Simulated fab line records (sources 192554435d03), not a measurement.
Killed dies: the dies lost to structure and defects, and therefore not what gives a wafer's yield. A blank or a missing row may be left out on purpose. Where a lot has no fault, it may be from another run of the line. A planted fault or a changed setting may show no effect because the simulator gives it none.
8D (eight disciplines) problem report, filled in by code || flow n5-finfet || the parts of the form that need people (team, actions taken, sign-off) are left out
Where a reading is given only as a bound, like >300, the bound stands for it, and a mean or a difference that rests on one is marked > or <: the true number lies beyond.

1. WHAT IS WRONG
Mean of raw-defect-count at N5_DUMMY_GATE_INSPECT_27: 848 across 6 wafers in 2 lots; on wafers with no fault it is 292 (standard deviation 72). Measured from the usual mean, that is +7.7 standard deviations.
The step: inspects for defects (brightfield).
Earliest sighting: wafer L119.1 on defect-inspect-01 at day 6 03:15. The record holds 30 wafers of 11 lots with a number at this step. The rule behind "out" and "out of limits": a value lying over 4 standard deviations away from the usual mean. All remaining wafers that have a number are taken as sound.

2. WHAT IT IS, WHAT IT ISN'T
{"question": "which readings at this step", "is": "raw-defect-count", "is not": "-"}
{"question": "which lots", "is": "L119, L120", "is not": "L108, L110, L112, L113, L116, L117, L118, L121, L129"}
{"question": "which wafers of those lots", "is": "all that have a number", "is not": "-"}
{"question": "read on which gauges", "is": "defect-inspect-01", "is not": "defect-inspect-02"}
{"question": "when", "is": "from day 6 03:15", "is not": "up to then (18 sound wafers); but 6 sound wafers of L121, L129 came after"}

3. THE SUSPECTS, EACH WITH WHAT RULES IT OUT
Counting: a tool at a process step up to the reading stays a suspect if it ran every lot that is out and no sound lot after the first of them.
- the gauge at N5_DUMMY_GATE_INSPECT_27 has been ruled out. All the wafers that are out were read on defect-inspect-01, but those of them that N5_SD_EPI_N_INSPECT_11 has rows for are out there too, on other tools.
- rie-diel-03 at N5_DUMMY_GATE_STRIP_40 (strips in CF4): kept. All lots that are out passed through it, beginning with L119 at day 6 02:25, and no sound lot followed; its final sound lot before that point was L118 at day 5 18:35.
Remaining after the count: rie-diel-03 at N5_DUMMY_GATE_STRIP_40.

4. THE CAUSE (what the simulator had put in)
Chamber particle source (rie-diel-03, N5_DUMMY_GATE_STRIP_40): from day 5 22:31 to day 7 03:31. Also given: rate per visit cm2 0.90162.
After counting, this tool was the only one left.

5. THE CHAIN OF EFFECTS, in route order
Rows list readings where the struck wafers' mean (over those with a number) sits beyond 3 standard deviations from the usual. Scope: only readings with a usual standard deviation given in the record; hours: median across lots of the time from each lot's start at the first step in this table that gives one to its start at this step; sigmas: change in usual standard deviations.
{"hours": 0, "step": "N5_DUMMY_GATE_INSPECT_27", "reading": "raw-defect-count", "usual": 292, "on struck wafers": 848, "change": "+556", "sigmas": "+7.7"}
{"hours": 1, "step": "N5_SPACER0_INSPECT_04", "reading": "raw-defect-count", "usual": 140, "on struck wafers": 713, "change": "+573", "sigmas": "+16"}
{"hours": 1, "step": "N5_SD_EPI_N_INSPECT_11", "reading": "raw-defect-count", "usual": 2.0, "on struck wafers": ">300", "change": ">+298", "sigmas": "+99 or more"}
{"hours": 5, "step": "N5_SD_EPI_N_INSPECT_26", "reading": "raw-defect-count", "usual": 202, "on struck wafers": 773, "change": "+571", "sigmas": "+14"}
{"hours": 236, "step": "N5_PASSIVATION_PROBE_49", "reading": "killed-at-front-end", "usual": 38, "on struck wafers": 156, "change": "+118", "sigmas": "+9.8"}
{"hours": 236, "step": "N5_PASSIVATION_PROBE_49", "reading": "killed-dies", "usual": 103, "on struck wafers": 216, "change": "+113", "sigmas": "+6.6"}
Process steps it contains:
- N5_PASSIVATION_PROBE_49
Later measuring or inspecting steps at which every struck wafer that the step has a row for has a number for every such reading, and none has moved that far: N5_SD_EPI_N_CD_MEAS_09.

6. HOW IT WOULD HAVE BEEN CAUGHT EARLIER
Counted from the fault's start at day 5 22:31, it took 5 hours until the first out-of-limits reading at a measuring or inspecting step in this record, taken at day 6 03:15.
Of the tool readings at N5_DUMMY_GATE_STRIP_40 for which the record gives a usual standard deviation, none was out on any struck wafer, so an alarm limit of 4 standard deviations on them would not have fired.
L120, from the lots that are out (2), started N5_DUMMY_GATE_STRIP_40 on rie-diel-03 later than day 6 03:15. A tool hold placed at that time would have kept it from harm.
